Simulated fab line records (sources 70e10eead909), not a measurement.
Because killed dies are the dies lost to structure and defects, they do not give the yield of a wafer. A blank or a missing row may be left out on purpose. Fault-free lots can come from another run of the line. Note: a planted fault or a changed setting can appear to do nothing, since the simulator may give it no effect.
Matching of chambers | flow nand_harc | NHARC_P_M0_ETCH_34 on rie_diel-08 has 4 sister chambers
The step etches the open film in N2/H2, target depth 40 nm, overetch 12 nm, time 43.94 s. 4 wafers are shown with their chamber, then 7 later ones without.

WAFERS PAIRED WITH THEIR CHAMBERS
wafer  | chamber | drypump_motor_current_A (A)
L079.6 | 2       | 6.0
L081.3 | 1       | 5.3
L081.6 | 3       | 5.5
L090.4 | 0       | 5.7

WAFERS WHOSE CHAMBER IS MISSING
wafer  | drypump_motor_current_A (A)
L090.5 | 5.5
L090.1 | 5.6
L090.3 | 5.3
L090.6 | 5.3
L094.1 | 5.7
L094.4 | 6.0
L094.6 | 5.6

CHAMBER TAKEN BY EACH
wafer  | from the rows above     | in truth
L090.5 | 3                       | 3
L090.1 | can't be placed: 3 or 0 | 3
L090.3 | 1                       | 1
L090.6 | 1                       | 1
L094.1 | 0                       | 0
L094.4 | 2                       | 2
L094.6 | can't be placed: 3 or 0 | 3
Correctly placed: 5 of 7. These rows do not allow placing 2 (true chamber among the candidates in 2). Wrongly placed: 0.
How it was worked out, from the rows above alone: a wafer's distance from a chamber is the root of the sum, over the readings, of the square of ((its reading less the chamber's mean) divided by the reading's scatter). If the next closest chamber is less than 2 further off than the closest, the wafer can't be placed; otherwise it belongs to the closest. A chamber's mean is the mean of its shown wafers. The scatter: with one shown wafer a chamber, the root of the mean of the squares of how far each hidden wafer lies from its nearest shown one.
